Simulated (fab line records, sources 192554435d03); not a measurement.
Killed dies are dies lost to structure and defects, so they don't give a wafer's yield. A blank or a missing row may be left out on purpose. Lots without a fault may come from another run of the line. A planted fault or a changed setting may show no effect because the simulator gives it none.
Split-lot experiment | flow n5_finfet | 7 lots, 39 wafers read, on a route of 1938 steps

THE SPLIT
At N5_SPACER0_ALD_00 (deposits SiOCN, target thk 3.5 nm, pulse time 3 s, purge time 2 s), the setting ald_cycles was moved away from the recipe's 58 on 12 of the 39 wafers read, by -15.5% to -6.9%. The other wafers ran this setting at the recipe's value.

The reading is taken at the split's own step.

THE READING
SiOCN_of_SPACER0_ALD_00.thk_nm (the simulator's own value, which no gauge read), in nm, at N5_SPACER0_ALD_00 (deposits SiOCN, target thk 3.5 nm, pulse time 3 s, purge time 2 s). The file gives no usual value for it. The 27 wafers here that ran the recipe average 3.5 nm, standard deviation 0.091 nm.

wafer  | tool, chamber at the split | ald_cycles as run | against the recipe | SiOCN_of_SPACER0_ALD_00.thk_nm, nm | against lot-mates on the recipe
L077.1 | ald_sin-04, 3,1,0          | 49                | -15.5%             | 3                                  | -0.5
L077.3 | ald_sin-04, 3,1,0          | 49                | -15.5%             | 3                                  | -0.5
L077.5 | ald_sin-04, 3,1,0          | 49                | -15.5%             | 3                                  | -0.5
L077.2 | ald_sin-04, 2,0            | 58                | recipe             | 3.4                                | -
L077.4 | ald_sin-04, 2,0            | 58                | recipe             | 3.4                                | -
L077.6 | ald_sin-04, 1              | 58                | recipe             | 3.6                                | -
L082.1 | ald_sin-04, 1,3,3          | 58                | recipe             | 3.4                                | -
L082.4 | ald_sin-04, 1,3,3          | 58                | recipe             | 3.4                                | -
L082.6 | ald_sin-04, 1,3,3          | 58                | recipe             | 3.4                                | -
L082.2 | ald_sin-04, 0,2,0          | 51                | -12.1%             | 3                                  | -0.4
L082.3 | ald_sin-04, 0,2,0          | 51                | -12.1%             | 3                                  | -0.4
L082.5 | ald_sin-04, 0,2,0          | 51                | -12.1%             | 3                                  | -0.4
L083.1 | ald_sin-01, 1              | 58                | recipe             | 3.6                                | -
L083.2 | ald_sin-01, 3,2,3          | 54                | -6.9%              | 3.2                                | -0.3
L083.4 | ald_sin-01, 3,2,3          | 54                | -6.9%              | 3.2                                | -0.3
L083.6 | ald_sin-01, 3,2,3          | 54                | -6.9%              | 3.2                                | -0.3
L083.3 | ald_sin-01, 0,2            | 58                | recipe             | 3.4                                | -
L083.5 | ald_sin-01, 0,2            | 58                | recipe             | 3.4                                | -
L085.1 | ald_sin-03, 1,3,2          | 58                | recipe             | 3.6                                | -
L085.3 | ald_sin-03, 1,3,2          | 58                | recipe             | 3.6                                | -
L085.4 | ald_sin-03, 1,3,2          | 58                | recipe             | 3.6                                | -
L085.2 | ald_sin-03, 0,1,0          | 54                | -6.9%              | 3.2                                | -0.4
L085.5 | ald_sin-03, 0,1,0          | 54                | -6.9%              | 3.2                                | -0.4
L085.6 | ald_sin-03, 0,1,0          | 54                | -6.9%              | 3.2                                | -0.4
L088.1 | ald_sin-03, 0,3,2,1,3,2    | 58                | recipe             | 3.4                                | -
L088.2 | ald_sin-03, 0,3,2,1,3,2    | 58                | recipe             | 3.4                                | -
L088.3 | ald_sin-03, 0,3,2,1,3,2    | 58                | recipe             | 3.4                                | -
L088.4 | ald_sin-03, 0,3,2,1,3,2    | 58                | recipe             | 3.4                                | -
L088.5 | ald_sin-03, 0,3,2,1,3,2    | 58                | recipe             | 3.4                                | -
L088.6 | ald_sin-03, 0,3,2,1,3,2    | 58                | recipe             | 3.4                                | -
L091.1 | ald_sin-01, 3,0            | 58                | recipe             | 3.6                                | -
L091.3 | ald_sin-01, 3,0            | 58                | recipe             | 3.6                                | -
L091.6 | ald_sin-01, 0              | 58                | recipe             | 3.4                                | -
L096.1 | ald_sin-01, 0,1,2,1,0      | 58                | recipe             | 3.4                                | -
L096.3 | ald_sin-01, 0,1,2,1,0      | 58                | recipe             | 3.4                                | -
L096.4 | ald_sin-01, 0,1,2,1,0      | 58                | recipe             | 3.4                                | -
L096.5 | ald_sin-01, 0,1,2,1,0      | 58                | recipe             | 3.4                                | -
L096.6 | ald_sin-01, 0,1,2,1,0      | 58                | recipe             | 3.4                                | -
L096.2 | ald_sin-01, 3              | 58                | recipe             | 3.6                                | -
Where a row lists several chambers, the file gives one row for several wafers and doesn't say which wafer went through which chamber.

THE FIT
A straight line over all 39 wafers: SiOCN_of_SPACER0_ALD_00.thk_nm changes by +0.0334 nm for each +1% of ald_cycles; r = +0.91; the points scatter about the line by 0.082 nm.
The same after taking each lot's own level away (the mean of its wafers on the recipe; 39 wafers): +0.0337 nm for each +1%; r = +0.92; scatter 0.075 nm.
On that fit, the largest move of ald_cycles shifts the reading by 0.52 nm.
The lots' own levels span 3.40 to 3.60 nm, that is 2.2 times the standard deviation above.
So the lot-to-lot level changes the slope little: the two slopes agree.
Check: with one of the wafers moved furthest among these (-15.5%) left out of the fit, the line predicts -0.547 nm for it against its lot-mates. It came out at -0.467 nm against them.

OTHER SPLITS ON THESE WAFERS
These wafers also went through other splits before the reading. Each is held against what the fit with the lots' levels taken away leaves over:
other split on the same wafers | wafers away from the commonest value | r with SiOCN_of_SPACER0_ALD_00.thk_nm (lot level and that fit taken away)
N5_FIN_SAQP_ETCH_65 time_s     | 9                                    | -0.12
N5_FIN_SAQP_ETCH_34 source_w   | 9                                    | +0.09
N5_DUMMY_GATE_ETCH_42 bias_w   | 18                                   | +0.01

THE FILE'S OWN FIT
SiOCN_of_SPACER0_ALD_00.thk_nm changes by +0.0346 nm for each +1% of ald_cycles, r = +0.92.
